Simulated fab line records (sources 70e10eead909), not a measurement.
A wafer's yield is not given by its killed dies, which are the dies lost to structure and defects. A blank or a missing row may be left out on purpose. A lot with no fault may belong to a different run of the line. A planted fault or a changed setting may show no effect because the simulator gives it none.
fab line records / flow nand_harc
record lots=5 wafers=15 last_day=33
route steps=1302 shown A_CONTACT@989 END@1302
lots with no fault: from the same line, run without faults
start_h: hours from the record's first day to the start of the lot's first wafer shown / wait_h: hours from the lot's prior step to this one / " identical to the entry in the row above / L1.1+2: one row covering several wafers at once / - either no value or no given start / * or withheld: withheld / < > ~ a bound
route shown NAME@n: a module of which the file shows steps, and the number in the route of the first / usual: mean and standard deviation over wafers with no fault / same: alike in all rows / chamber/n: place in a boat / sites: the reading at each site / _std_site: standard deviation across them / _edge_site: mean of outer sites minus mean of inner sites / radius_mm: for every site, how far away it sits from the centre of the wafer / mask NAME#n: copy n / behind: the last tool/chamber to shape the wafer / hold: the reason the lot was held/the length of the hold in hours/how it ended / device: names the non-switching transistor (n, p or np) / end of line: tests of these same wafers at the route's end / a step with no rows: only its recipe / killed: dies lost to structure and defects at the first sort, not the wafer's yield / map: per-die view of a wafer (x killed, . not killed, _ where there is no die)
set.NAME: the setting that was run; set.NAME@STEP: the one run at that earlier step / model.NAME: the simulator's own value behind a step, which no gauge read
a table for each step, a row for each wafer; lots at some steps of the route
services: a tool's chamber out of use, with start hour (start_h, from the record's first day; less than 0 if before it), hours out, and reason
## steps
# step NHARC_A_CONTACT_COAT_34
# recipe temp_c=260 time_s=75
# step NHARC_A_CONTACT_COAT_35
# recipe temp_c=225 time_s=65
# step NHARC_A_CONTACT_COAT_36
# recipe spin_rpm=1500 resist_thk_nm=90
# step NHARC_A_CONTACT_SOFTBAKE_37
# recipe temp_c=105 time_s=55
# step NHARC_A_CONTACT_EBR_38
# step NHARC_A_CONTACT_EXPOSE_39
# recipe na=1.35 sigma_outer=0.8 dose_mj=58.79 mask_id=A_CC_3
# step NHARC_A_CONTACT_PEB_40
# recipe peb_temp_c=100 peb_time_s=65
# step NHARC_A_CONTACT_DEVELOP_41
# recipe develop_time_s=35 dev_temp_c=23
# step NHARC_A_CONTACT_CD_MEAS_42
# recipe target_cd_nm=300 landing_energy_ev=500
# usual cd_nm=300.0/0.4
lot.wafer=L528.2 tool=cd_sem-01 chamber=0 start_h=501.14 wait_h=- cd_nm=300.6
lot.wafer=L528.4 tool=cd_sem-01 chamber=0 start_h=501.14 wait_h=- cd_nm=300.2
lot.wafer=L528.6 tool=cd_sem-01 chamber=0 start_h=501.14 wait_h=- cd_nm=300.1
lot.wafer=L532.4 tool=cd_sem-01 chamber=0 start_h=545.63 wait_h=- cd_nm=299.8
lot.wafer=L532.5 tool=cd_sem-01 chamber=0 start_h=545.63 wait_h=- cd_nm=299.6
lot.wafer=L532.6 tool=cd_sem-01 chamber=0 start_h=545.63 wait_h=- cd_nm=299.6
lot.wafer=L533.3 tool=cd_sem-01 chamber=0 start_h=551.09 wait_h=- cd_nm=299.9
lot.wafer=L533.4 tool=cd_sem-01 chamber=0 start_h=551.09 wait_h=- cd_nm=299.1
lot.wafer=L533.5 tool=cd_sem-01 chamber=0 start_h=551.09 wait_h=- cd_nm=299.6
lot.wafer=L535.4 tool=cd_sem-02 chamber=0 start_h=574.30 wait_h=- cd_nm=300.0
lot.wafer=L535.5 tool=cd_sem-02 chamber=0 start_h=574.30 wait_h=- cd_nm=300.2
lot.wafer=L535.6 tool=cd_sem-02 chamber=0 start_h=574.30 wait_h=- cd_nm=299.7
lot.wafer=L547.2 tool=cd_sem-02 chamber=0 start_h=708.56 wait_h=- cd_nm=299.7
lot.wafer=L547.4 tool=cd_sem-02 chamber=0 start_h=708.56 wait_h=- cd_nm=299.1
lot.wafer=L547.5 tool=cd_sem-02 chamber=0 start_h=708.56 wait_h=- cd_nm=299.9
# step NHARC_A_CONTACT_OVL_MEAS_43
# usual overlay_x_nm=-0.1/0.91 overlay_y_nm=0.1/0.85
lot.wafer=L528.2 tool=overlay-01 chamber=- start_h=501.24 wait_h=- overlay_x_nm=-0.5 overlay_y_nm=-1.3
lot.wafer=L528.4 tool=overlay-01 chamber=- start_h=501.24 wait_h=- overlay_x_nm=-0.4 overlay_y_nm=-0.8
lot.wafer=L528.6 tool=overlay-01 chamber=- start_h=501.24 wait_h=- overlay_x_nm=-0.3 overlay_y_nm=-0.8
lot.wafer=L532.4 tool=overlay-02 chamber=- start_h=545.71 wait_h=- overlay_x_nm=-0.3 overlay_y_nm=1.2
lot.wafer=L532.5 tool=overlay-02 chamber=- start_h=545.71 wait_h=- overlay_x_nm=-0.6 overlay_y_nm=1.2
lot.wafer=L532.6 tool=overlay-02 chamber=- start_h=545.71 wait_h=- overlay_x_nm=-0.8 overlay_y_nm=1.4
lot.wafer=L533.3 tool=overlay-01 chamber=- start_h=551.17 wait_h=- overlay_x_nm=-1.5 overlay_y_nm=1.1
lot.wafer=L533.4 tool=overlay-01 chamber=- start_h=551.17 wait_h=- overlay_x_nm=-1.8 overlay_y_nm=1.0
lot.wafer=L533.5 tool=overlay-01 chamber=- start_h=551.17 wait_h=- overlay_x_nm=-1.7 overlay_y_nm=1.5
lot.wafer=L535.4 tool=overlay-02 chamber=- start_h=574.38 wait_h=- overlay_x_nm=-2.2 overlay_y_nm=0.0
lot.wafer=L535.5 tool=overlay-02 chamber=- start_h=574.38 wait_h=- overlay_x_nm=-1.2 overlay_y_nm=0.4
lot.wafer=L535.6 tool=overlay-02 chamber=- start_h=574.38 wait_h=- overlay_x_nm=-1.5 overlay_y_nm=-0.2
lot.wafer=L547.2 tool=overlay-02 chamber=- start_h=708.64 wait_h=- overlay_x_nm=1.1 overlay_y_nm=-0.5
lot.wafer=L547.4 tool=overlay-02 chamber=- start_h=708.64 wait_h=- overlay_x_nm=1.5 overlay_y_nm=-0.6
lot.wafer=L547.5 tool=overlay-02 chamber=- start_h=708.64 wait_h=- overlay_x_nm=1.6 overlay_y_nm=-0.1
# step NHARC_A_CONTACT_INSPECT_44
# usual raw_defect_count=82/38
lot.wafer=L528.2 tool=defect_inspect-01 chamber=- start_h=501.28 wait_h=0.0 raw_defect_count=64
lot.wafer=L528.4 tool=defect_inspect-01 chamber=- start_h=501.28 wait_h=0.0 raw_defect_count=72
lot.wafer=L528.6 tool=defect_inspect-01 chamber=- start_h=501.28 wait_h=0.0 raw_defect_count=67
lot.wafer=L532.4 tool=defect_inspect-02 chamber=- start_h=545.75 wait_h=0.0 raw_defect_count=97
lot.wafer=L532.5 tool=defect_inspect-02 chamber=- start_h=545.75 wait_h=0.0 raw_defect_count=120
lot.wafer=L532.6 tool=defect_inspect-02 chamber=- start_h=545.75 wait_h=0.0 raw_defect_count=111
lot.wafer=L533.3 tool=defect_inspect-01 chamber=- start_h=551.21 wait_h=0.0 raw_defect_count=25
lot.wafer=L533.4 tool=defect_inspect-01 chamber=- start_h=551.21 wait_h=0.0 raw_defect_count=14
lot.wafer=L533.5 tool=defect_inspect-01 chamber=- start_h=551.21 wait_h=0.0 raw_defect_count=17
lot.wafer=L535.4 tool=defect_inspect-01 chamber=- start_h=574.42 wait_h=0.0 raw_defect_count=179
lot.wafer=L535.5 tool=defect_inspect-01 chamber=- start_h=574.42 wait_h=0.0 raw_defect_count=142
lot.wafer=L535.6 tool=defect_inspect-01 chamber=- start_h=574.42 wait_h=0.0 raw_defect_count=153
lot.wafer=L547.2 tool=defect_inspect-01 chamber=- start_h=708.68 wait_h=0.0 raw_defect_count=84
lot.wafer=L547.4 tool=defect_inspect-01 chamber=- start_h=708.68 wait_h=0.0 raw_defect_count=79
lot.wafer=L547.5 tool=defect_inspect-01 chamber=- start_h=708.68 wait_h=0.0 raw_defect_count=89
# step NHARC_A_CONTACT_DESCUM_47
# recipe time_s=3 o2_flow_sccm=200 ar_flow_sccm=0 bias_power_w=0 chemistry=O2
# usual chamber_pressure_mTorr=60.00/0.053 drypump_motor_current_A=5.6/0.46 oes_product_au=1.001/0.0079 rf_vpp_V=57.9/1 showerhead_plenum_p_Torr=1.95/0.12 throttle_valve_pct=11.311/0.0084
lot.wafer=L528.4 tool=rie_diel-04 chamber=0 start_h=501.34 wait_h=0.1 chamber_pressure_mTorr=60.02 drypump_motor_current_A=5.7 oes_product_au=0.994 rf_hours_counter_h=40 rf_vpp_V=58.3 showerhead_plenum_p_Torr=2.03 throttle_valve_pct=11.306
lot.wafer=L528.2 tool=rie_diel-04 chamber=1 start_h=501.34 wait_h=0.1 chamber_pressure_mTorr=60.03 drypump_motor_current_A=5.0 oes_product_au=1.010 rf_hours_counter_h=47 rf_vpp_V=57.7 showerhead_plenum_p_Torr=1.76 throttle_valve_pct=11.307
lot.wafer=L528.6 tool=rie_diel-04 chamber=1 start_h=501.34 wait_h=0.1 chamber_pressure_mTorr=60.05 drypump_motor_current_A=5.0 oes_product_au=1.007 rf_hours_counter_h=- rf_vpp_V=56.7 showerhead_plenum_p_Torr=1.76 throttle_valve_pct=11.314
lot.wafer=L532.4 tool=rie_diel-11 chamber=0 start_h=545.81 wait_h=0.1 chamber_pressure_mTorr=60.07 drypump_motor_current_A=6.4 oes_product_au=1.001 rf_hours_counter_h=16 rf_vpp_V=55.5 showerhead_plenum_p_Torr=1.81 throttle_valve_pct=11.314
lot.wafer=L532.5 tool=rie_diel-11 chamber=0 start_h=545.81 wait_h=0.1 chamber_pressure_mTorr=60.00 drypump_motor_current_A=6.3 oes_product_au=0.998 rf_hours_counter_h=- rf_vpp_V=55.5 showerhead_plenum_p_Torr=1.81 throttle_valve_pct=11.312
lot.wafer=L532.6 tool=rie_diel-11 chamber=1 start_h=545.81 wait_h=0.1 chamber_pressure_mTorr=59.90 drypump_motor_current_A=5.5 oes_product_au=0.986 rf_hours_counter_h=- rf_vpp_V=58.1 showerhead_plenum_p_Torr=2.07 throttle_valve_pct=11.314
lot.wafer=L533.3 tool=rie_diel-01 chamber=2 start_h=551.29 wait_h=0.1 chamber_pressure_mTorr=59.84 drypump_motor_current_A=5.8 oes_product_au=0.996 rf_hours_counter_h=54 rf_vpp_V=58.3 showerhead_plenum_p_Torr=1.95 throttle_valve_pct=11.311
lot.wafer=L533.4 tool=rie_diel-01 chamber=3 start_h=551.29 wait_h=0.1 chamber_pressure_mTorr=60.02 drypump_motor_current_A=6.8 oes_product_au=0.998 rf_hours_counter_h=49 rf_vpp_V=57.5 showerhead_plenum_p_Torr=2.06 throttle_valve_pct=11.314
lot.wafer=L533.5 tool=rie_diel-01 chamber=0 start_h=551.29 wait_h=0.1 chamber_pressure_mTorr=60.03 drypump_motor_current_A=5.3 oes_product_au=0.992 rf_hours_counter_h=- rf_vpp_V=57.1 showerhead_plenum_p_Torr=1.84 throttle_valve_pct=11.303
lot.wafer=L535.4 tool=rie_diel-04 chamber=1 start_h=574.49 wait_h=0.1 chamber_pressure_mTorr=60.03 drypump_motor_current_A=5.0 oes_product_au=0.989 rf_hours_counter_h=12 rf_vpp_V=59.4 showerhead_plenum_p_Torr=2.07 throttle_valve_pct=11.308
lot.wafer=L535.6 tool=rie_diel-04 chamber=0 start_h=574.49 wait_h=0.1 chamber_pressure_mTorr=59.99 drypump_motor_current_A=5.6 oes_product_au=0.994 rf_hours_counter_h=- rf_vpp_V=59.5 showerhead_plenum_p_Torr=2.02 throttle_valve_pct=11.306
lot.wafer=L535.5 tool=rie_diel-04 chamber=1 start_h=574.49 wait_h=0.1 chamber_pressure_mTorr=59.99 drypump_motor_current_A=5.0 oes_product_au=1.010 rf_hours_counter_h=- rf_vpp_V=58.9 showerhead_plenum_p_Torr=2.07 throttle_valve_pct=11.300
lot.wafer=L547.4 tool=rie_diel-11 chamber=3 start_h=708.75 wait_h=0.1 chamber_pressure_mTorr=59.97 drypump_motor_current_A=5.6 oes_product_au=0.991 rf_hours_counter_h=13 rf_vpp_V=57.3 showerhead_plenum_p_Torr=2.06 throttle_valve_pct=11.315
lot.wafer=L547.2 tool=rie_diel-11 chamber=0 start_h=708.75 wait_h=0.1 chamber_pressure_mTorr=60.08 drypump_motor_current_A=6.3 oes_product_au=0.988 rf_hours_counter_h=14 rf_vpp_V=57.7 showerhead_plenum_p_Torr=1.80 throttle_valve_pct=11.316
lot.wafer=L547.5 tool=rie_diel-11 chamber=3 start_h=708.75 wait_h=0.1 chamber_pressure_mTorr=60.08 drypump_motor_current_A=5.6 oes_product_au=0.992 rf_hours_counter_h=- rf_vpp_V=60.1 showerhead_plenum_p_Torr=2.06 throttle_valve_pct=11.315
# step NHARC_A_CONTACT_ETCH_48
# recipe target_depth_a=390 over_etch_frac=0.3 time_s=65 ion_energy_ev=80 cf4_flow_sccm=150 ar_flow_sccm=0 rf_w=300 bias_w=100 chemistry=CF4
# usual chamber_pressure_mTorr=50.00/0.049 drypump_motor_current_A=5.7/0.48 oes_product_au=1.002/0.008 rf_vpp_V=151.6/1.5 run_length_s=86.3/0.34 showerhead_plenum_p_Torr=1.80/0.1 throttle_valve_pct=13.285/0.0086
lot.wafer=L528.2 tool=rie_diel-04 chamber=1 start_h=501.43 wait_h=0.1 chamber_pressure_mTorr=50.07 drypump_motor_current_A=5.0 oes_product_au=0.998 rf_hours_counter_h=47 rf_vpp_V=150.4 run_length_s=86.4 showerhead_plenum_p_Torr=1.64 throttle_valve_pct=13.289
lot.wafer=L528.4 tool=rie_diel-04 chamber=3 start_h=501.43 wait_h=0.1 chamber_pressure_mTorr=50.05 drypump_motor_current_A=5.4 oes_product_au=1.004 rf_hours_counter_h=49 rf_vpp_V=150.7 run_length_s=85.6 showerhead_plenum_p_Torr=1.72 throttle_valve_pct=13.279
lot.wafer=L528.6 tool=rie_diel-04 chamber=0 start_h=501.43 wait_h=0.1 chamber_pressure_mTorr=49.99 drypump_motor_current_A=5.7 oes_product_au=0.992 rf_hours_counter_h=- rf_vpp_V=151.1 run_length_s=86.1 showerhead_plenum_p_Torr=1.87 throttle_valve_pct=13.275
lot.wafer=L532.4 tool=rie_diel-11 chamber=2 start_h=545.91 wait_h=0.1 chamber_pressure_mTorr=50.00 drypump_motor_current_A=5.1 oes_product_au=1.005 rf_hours_counter_h=14 rf_vpp_V=153.3 run_length_s=86.7 showerhead_plenum_p_Torr=1.90 throttle_valve_pct=13.289
lot.wafer=L532.5 tool=rie_diel-11 chamber=3 start_h=545.91 wait_h=0.1 chamber_pressure_mTorr=49.99 drypump_motor_current_A=5.6 oes_product_au=0.997 rf_hours_counter_h=- rf_vpp_V=153.4 run_length_s=86.5 showerhead_plenum_p_Torr=1.90 throttle_valve_pct=13.278
lot.wafer=L532.6 tool=rie_diel-11 chamber=0 start_h=545.91 wait_h=0.1 chamber_pressure_mTorr=49.97 drypump_motor_current_A=6.3 oes_product_au=1.002 rf_hours_counter_h=- rf_vpp_V=150.4 run_length_s=86.3 showerhead_plenum_p_Torr=1.68 throttle_valve_pct=13.291
lot.wafer=L533.4 tool=rie_diel-01 chamber=2 start_h=551.36 wait_h=0.1 chamber_pressure_mTorr=50.00 drypump_motor_current_A=5.9 oes_product_au=1.012 rf_hours_counter_h=54 rf_vpp_V=150.1 run_length_s=86.5 showerhead_plenum_p_Torr=1.80 throttle_valve_pct=13.293
lot.wafer=L533.3 tool=rie_diel-01 chamber=0 start_h=551.36 wait_h=0.1 chamber_pressure_mTorr=50.00 drypump_motor_current_A=5.3 oes_product_au=0.998 rf_hours_counter_h=51 rf_vpp_V=150.7 run_length_s=85.6 showerhead_plenum_p_Torr=1.71 throttle_valve_pct=13.294
lot.wafer=L533.5 tool=rie_diel-01 chamber=2 start_h=551.36 wait_h=0.1 chamber_pressure_mTorr=49.97 drypump_motor_current_A=5.8 oes_product_au=1.004 rf_hours_counter_h=- rf_vpp_V=151.4 run_length_s=86.4 showerhead_plenum_p_Torr=1.80 throttle_valve_pct=13.295
lot.wafer=L535.4 tool=rie_diel-04 chamber=0 start_h=574.56 wait_h=0.1 chamber_pressure_mTorr=49.99 drypump_motor_current_A=5.7 oes_product_au=0.994 rf_hours_counter_h=13 rf_vpp_V=152.9 run_length_s=86.3 showerhead_plenum_p_Torr=1.86 throttle_valve_pct=13.289
lot.wafer=L535.5 tool=rie_diel-04 chamber=0 start_h=574.56 wait_h=0.1 chamber_pressure_mTorr=49.95 drypump_motor_current_A=5.7 oes_product_au=0.991 rf_hours_counter_h=- rf_vpp_V=152.9 run_length_s=86.0 showerhead_plenum_p_Torr=1.86 throttle_valve_pct=13.289
lot.wafer=L535.6 tool=rie_diel-04 chamber=1 start_h=574.56 wait_h=0.1 chamber_pressure_mTorr=50.07 drypump_motor_current_A=5.0 oes_product_au=0.997 rf_hours_counter_h=- rf_vpp_V=153.6 run_length_s=86.1 showerhead_plenum_p_Torr=1.90 throttle_valve_pct=13.281
lot.wafer=L547.4 tool=rie_diel-11 chamber=0 start_h=708.83 wait_h=0.1 chamber_pressure_mTorr=49.99 drypump_motor_current_A=6.3 oes_product_au=1.004 rf_hours_counter_h=14 rf_vpp_V=151.5 run_length_s=86.4 showerhead_plenum_p_Torr=1.67 throttle_valve_pct=13.301
lot.wafer=L547.2 tool=rie_diel-11 chamber=2 start_h=708.83 wait_h=0.1 chamber_pressure_mTorr=50.00 drypump_motor_current_A=5.1 oes_product_au=1.013 rf_hours_counter_h=13 rf_vpp_V=153.1 run_length_s=86.7 showerhead_plenum_p_Torr=1.89 throttle_valve_pct=13.289
lot.wafer=L547.5 tool=rie_diel-11 chamber=1 start_h=708.83 wait_h=0.1 chamber_pressure_mTorr=49.96 drypump_motor_current_A=5.5 oes_product_au=1.010 rf_hours_counter_h=- rf_vpp_V=153.3 run_length_s=90.6 showerhead_plenum_p_Torr=1.90 throttle_valve_pct=13.294
# step NHARC_A_CONTACT_ETCH_49
# recipe target_depth_a=2600 over_etch_frac=0.3 time_s=475.3 ion_energy_ev=200 n2_flow_sccm=150 h2_flow_sccm=150 ar_flow_sccm=0 rf_w=400 bias_w=150 chemistry=N2/H2
# usual chamber_pressure_mTorr=30.00/0.031 drypump_motor_current_A=5.7/0.48 oes_product_au=1.001/0.0073 rf_vpp_V=432/3.7 run_length_s=496.51/0.27 showerhead_plenum_p_Torr=2.09/0.13 throttle_valve_pct=14.171/0.009
lot.wafer=L528.4 tool=rie_diel-04 chamber=1 start_h=- wait_h=- chamber_pressure_mTorr=29.95 drypump_motor_current_A=5.0 oes_product_au=1.003 rf_hours_counter_h=47 rf_vpp_V=425 run_length_s=496.49 showerhead_plenum_p_Torr=1.88 throttle_valve_pct=14.170
lot.wafer=L528.2 tool=rie_diel-04 chamber=0 start_h=- wait_h=- chamber_pressure_mTorr=30.00 drypump_motor_current_A=5.7 oes_product_au=1.001 rf_hours_counter_h=40 rf_vpp_V=434 run_length_s=496.58 showerhead_plenum_p_Torr=2.16 throttle_valve_pct=14.183
lot.wafer=L528.6 tool=rie_diel-04 chamber=2 start_h=- wait_h=- chamber_pressure_mTorr=29.97 drypump_motor_current_A=5.4 oes_product_au=0.996 rf_hours_counter_h=- rf_vpp_V=425 run_length_s=496.04 showerhead_plenum_p_Torr=1.90 throttle_valve_pct=14.183
lot.wafer=L532.4 tool=rie_diel-11 chamber=3 start_h=- wait_h=- chamber_pressure_mTorr=29.99 drypump_motor_current_A=5.6 oes_product_au=1.008 rf_hours_counter_h=14 rf_vpp_V=434 run_length_s=496.61 showerhead_plenum_p_Torr=2.21 throttle_valve_pct=14.148
lot.wafer=L532.6 tool=rie_diel-11 chamber=3 start_h=- wait_h=- chamber_pressure_mTorr=29.95 drypump_motor_current_A=5.6 oes_product_au=1.009 rf_hours_counter_h=- rf_vpp_V=434 run_length_s=496.47 showerhead_plenum_p_Torr=2.21 throttle_valve_pct=14.174
lot.wafer=L532.5 tool=rie_diel-11 chamber=0 start_h=- wait_h=- chamber_pressure_mTorr=30.00 drypump_motor_current_A=6.3 oes_product_au=1.011 rf_hours_counter_h=- rf_vpp_V=426 run_length_s=496.45 showerhead_plenum_p_Torr=1.93 throttle_valve_pct=14.144
lot.wafer=L533.4 tool=rie_diel-01 chamber=0 start_h=- wait_h=- chamber_pressure_mTorr=29.94 drypump_motor_current_A=5.4 oes_product_au=1.004 rf_hours_counter_h=51 rf_vpp_V=428 run_length_s=495.79 showerhead_plenum_p_Torr=1.96 throttle_valve_pct=14.168
lot.wafer=L533.3 tool=rie_diel-01 chamber=1 start_h=- wait_h=- chamber_pressure_mTorr=29.96 drypump_motor_current_A=5.8 oes_product_au=0.995 rf_hours_counter_h=56 rf_vpp_V=428 run_length_s=496.42 showerhead_plenum_p_Torr=1.94 throttle_valve_pct=14.178
lot.wafer=L533.5 tool=rie_diel-01 chamber=3 start_h=- wait_h=- chamber_pressure_mTorr=29.98 drypump_motor_current_A=6.8 oes_product_au=1.001 rf_hours_counter_h=- rf_vpp_V=436 run_length_s=496.82 showerhead_plenum_p_Torr=2.20 throttle_valve_pct=14.170
lot.wafer=L535.4 tool=rie_diel-04 chamber=3 start_h=- wait_h=- chamber_pressure_mTorr=30.05 drypump_motor_current_A=5.4 oes_product_au=0.994 rf_hours_counter_h=10 rf_vpp_V=430 run_length_s=495.96 showerhead_plenum_p_Torr=1.97 throttle_valve_pct=14.179
lot.wafer=L535.5 tool=rie_diel-04 chamber=0 start_h=- wait_h=- chamber_pressure_mTorr=29.96 drypump_motor_current_A=5.7 oes_product_au=0.985 rf_hours_counter_h=- rf_vpp_V=434 run_length_s=496.63 showerhead_plenum_p_Torr=2.16 throttle_valve_pct=14.176
lot.wafer=L535.6 tool=rie_diel-04 chamber=1 start_h=- wait_h=- chamber_pressure_mTorr=30.03 drypump_motor_current_A=5.0 oes_product_au=0.998 rf_hours_counter_h=- rf_vpp_V=436 run_length_s=496.40 showerhead_plenum_p_Torr=2.21 throttle_valve_pct=14.171
lot.wafer=L547.4 tool=rie_diel-11 chamber=3 start_h=- wait_h=- chamber_pressure_mTorr=30.02 drypump_motor_current_A=5.6 oes_product_au=0.999 rf_hours_counter_h=13 rf_vpp_V=435 run_length_s=496.43 showerhead_plenum_p_Torr=2.20 throttle_valve_pct=14.178
lot.wafer=L547.2 tool=rie_diel-11 chamber=2 start_h=- wait_h=- chamber_pressure_mTorr=30.01 drypump_motor_current_A=5.1 oes_product_au=1.014 rf_hours_counter_h=13 rf_vpp_V=434 run_length_s=496.69 showerhead_plenum_p_Torr=2.19 throttle_valve_pct=14.195
lot.wafer=L547.5 tool=rie_diel-11 chamber=0 start_h=- wait_h=- chamber_pressure_mTorr=30.05 drypump_motor_current_A=6.3 oes_product_au=1.000 rf_hours_counter_h=- rf_vpp_V=427 run_length_s=496.84 showerhead_plenum_p_Torr=1.92 throttle_valve_pct=14.186
# step NHARC_END_SORT_01
# recipe temp_c=25
# usual killed_at_array=61/23 killed_at_other=1.3/1.4 killed_at_periphery=4.0/2.6 killed_dies=66/22 killed_open=3.4/1.8 killed_short=2.3/1.4
# same gross_dies=677
lot.wafer=L528.2 tool=prober-02 chamber=0 start_h=571.49 wait_h=2.8 killed_at_array=55 killed_at_other=0 killed_at_periphery=2 killed_dies=57 killed_open=1 killed_short=2
lot.wafer=L528.4 tool=prober-02 chamber=0 start_h=573.07 wait_h=3.4 killed_at_array=62 killed_at_other=2 killed_at_periphery=4 killed_dies=68 killed_open=4 killed_short=3
lot.wafer=L528.6 tool=prober-02 chamber=0 start_h=574.65 wait_h=4.0 killed_at_array=63 killed_at_other=1 killed_at_periphery=3 killed_dies=67 killed_open=3 killed_short=2
lot.wafer=L533.3 tool=prober-02 chamber=0 start_h=622.79 wait_h=3.1 killed_at_array=26 killed_at_other=0 killed_at_periphery=6 killed_dies=32 killed_open=3 killed_short=1
lot.wafer=L533.4 tool=prober-02 chamber=0 start_h=623.59 wait_h=3.4 killed_at_array=24 killed_at_other=0 killed_at_periphery=1 killed_dies=25 killed_open=5 killed_short=3
lot.wafer=L533.5 tool=prober-02 chamber=0 start_h=624.39 wait_h=3.7 killed_at_array=25 killed_at_other=0 killed_at_periphery=1 killed_dies=26 killed_open=6 killed_short=3
# killed by level:class
L528.2 A_CHANNEL_HOLE_D1:chamber_film_flake=29 A_CHANNEL_HOLE_D2:chamber_film_flake=7 A_STAIRCASE:chamber_film_flake=7 A_CHANNEL_FILL_D1:geometric_particle:short=2 A_CONTACT:chamber_film_flake=2 A_CONTACT:unspecified=2 A_M0:chamber_film_flake=2 A_BLC:geometric_particle:open=1
L528.4 A_CHANNEL_HOLE_D1:chamber_film_flake=34 A_CHANNEL_HOLE_D2:chamber_film_flake=7 A_STAIRCASE:chamber_film_flake=5 A_WL_FILL:chamber_film_flake=4 A_CONTACT:unspecified=4 A_WL_FILL:geometric_particle:short=2 P_ZERO_WELL:chamber_film_flake=2 P_M1:geometric_particle:open=1
L528.6 A_CHANNEL_HOLE_D1:chamber_film_flake=32 A_CHANNEL_HOLE_D2:chamber_film_flake=10 A_CONTACT:chamber_film_flake=6 A_STAIRCASE:chamber_film_flake=5 A_CONTACT:unspecified=3 P_M1:geometric_particle:open=1 A_DECK1_JOINT:geometric_particle:open=1 A_WL_FILL:geometric_particle:short=1
L533.3 A_CHANNEL_HOLE_D2:chamber_film_flake=10 P_ZERO_WELL:chamber_film_flake=4 A_CHANNEL_HOLE_D1:chamber_film_flake=4 A_CONTACT:chamber_film_flake=3 P_M0:geometric_particle:open=2 A_SLIT:chamber_film_flake=2 A_WL_FILL:chamber_film_flake=2 A_M1:chamber_film_flake=2
L533.4 A_CHANNEL_HOLE_D2:chamber_film_flake=10 A_CHANNEL_HOLE_D1:chamber_film_flake=3 A_CHANNEL_HOLE_D2:geometric_particle:open=2 A_ONON_D1:geometric_particle:short=1 A_DECK1_JOINT:geometric_particle:short=1 A_SLIT:geometric_particle:short=1 A_SLIT:geometric_particle:open=1 A_BLC:geometric_particle:open=1
L533.5 A_CHANNEL_HOLE_D2:chamber_film_flake=8 A_CHANNEL_FILL_D1:geometric_particle:short=2 A_CHANNEL_FILL_D2:geometric_particle:open=2 A_M0:geometric_particle:open=2 A_CHANNEL_HOLE_D1:chamber_film_flake=2 A_WL_FILL:chamber_film_flake=2 A_M1:chamber_film_flake=2 A_CHANNEL_FILL_D2:geometric_particle:short=1
## services
tool=rie_diel-04 chamber=0 start_h=487.55 hours=- kind=clean
tool=rie_diel-04 chamber=1 start_h=487.55 hours=- kind=clean
tool=rie_diel-04 chamber=2 start_h=487.55 hours=- kind=clean
tool=rie_diel-04 chamber=3 start_h=487.55 hours=- kind=clean
tool=rie_diel-11 chamber=0 start_h=490.68 hours=- kind=clean
tool=rie_diel-11 chamber=1 start_h=490.68 hours=- kind=clean
tool=rie_diel-11 chamber=2 start_h=490.68 hours=- kind=clean
tool=rie_diel-11 chamber=3 start_h=490.68 hours=- kind=clean
tool=rie_diel-04 chamber=0 start_h=508.72 hours=4.9 kind=repair
tool=rie_diel-04 chamber=1 start_h=512.06 hours=- kind=clean
tool=rie_diel-04 chamber=2 start_h=512.06 hours=- kind=clean
tool=rie_diel-04 chamber=3 start_h=512.06 hours=- kind=clean
tool=rie_diel-11 chamber=0 start_h=515.18 hours=- kind=clean
tool=rie_diel-11 chamber=1 start_h=515.18 hours=- kind=clean
tool=rie_diel-11 chamber=2 start_h=515.18 hours=- kind=clean
tool=rie_diel-11 chamber=3 start_h=515.18 hours=- kind=clean
tool=rie_diel-11 chamber=3 start_h=518.81 hours=2.8 kind=repair
tool=rie_diel-04 chamber=- start_h=533.00 hours=9.0 kind=pm
tool=rie_diel-04 chamber=0 start_h=533.00 hours=9.0 kind=vent_cycle
tool=rie_diel-01 chamber=- start_h=557.93 hours=9.0 kind=pm
tool=rie_diel-01 chamber=1 start_h=598.73 hours=6.5 kind=repair
tool=rie_diel-11 chamber=- start_h=609.50 hours=9.0 kind=pm
tool=rie_diel-01 chamber=3 start_h=640.82 hours=3.7 kind=repair
tool=rie_diel-11 chamber=1 start_h=656.67 hours=20.0 kind=repair
## key
first_sign step=NHARC_A_CONTACT_ETCH_48 reading=run_length_s direction=up sigmas=13 usual=* struck=*
effect none on later readings
met_at NHARC_A_CONTACT_ETCH_48
struck_wafers L547.5
tester_left_out L547
fault kind=process_parameter_drift tool=rie_diel-11 chamber=1 onset_h=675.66 steps=NHARC_A_CONTACT_ETCH_48 channel=time_s offset=* shape=step end_h=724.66 acts_in=* stated=*
# tester_left_out: of these lots the tester's yield and bins aren't shown, on N5 and GAA mostly nor the transistor test; their killed dies are dies lost to structure and defects alone, not to doping, threshold or leakage, so they don't give the yield
